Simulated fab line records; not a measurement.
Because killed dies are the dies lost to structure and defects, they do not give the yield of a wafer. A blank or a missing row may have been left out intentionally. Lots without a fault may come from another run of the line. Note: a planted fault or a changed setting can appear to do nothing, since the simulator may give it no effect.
Chamber matching    flow n5-finfet    rie-diel-02 running N5_BEOL_M7_ETCH_66: 4 sister chambers
The step etches SOC in N2/H2, target depth 80 nm, overetch 16 nm, time 120 s. 4 wafers are shown with their chamber, then 10 later ones without.

WAFERS PAIRED WITH THEIR CHAMBERS
wafer   chamber  showerhead-plenum-p-Torr (Torr)
L086.4  0        2.51
L086.5  3        2.71
L090.1  1        2.64
L090.4  2        2.49

WAFERS WITH NO CHAMBER GIVEN
wafer   showerhead-plenum-p-Torr (Torr)
L090.6  2.70
L093.1  2.64
L093.4  2.49
L093.5  2.49
L095.1  2.64
L095.3  2.49
L095.4  2.50
L097.1  2.63
L097.2  2.49
L097.5  2.50

EACH ONE'S CHAMBER
wafer   from the rows above      in truth
L090.6  3                        3
L093.1  1                        1
L093.4  2                        2
L093.5  2                        2
L095.1  1                        1
L095.3  2                        2
L095.4  can't be placed: 0 or 2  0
L097.1  1                        1
L097.2  2                        2
L097.5  can't be placed: 0 or 2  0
Correct placement for 8 of the 10. Not placeable from these rows: 2 (in 2, the candidates include the true chamber). Wrongly placed: 0.
How it was worked out, from the rows above alone: a wafer's distance from a chamber is the root of the sum, over the readings, of the square of ((its reading less the chamber's mean) divided by the reading's scatter). The wafer belongs to the nearest chamber; if the next one is less than 2 further off, it can't be placed. The mean given for a chamber averages the wafers shown for that chamber. The scatter (one wafer shown for each chamber): square how far every hidden wafer sits from the nearest shown wafer, average those squares and take the square root.
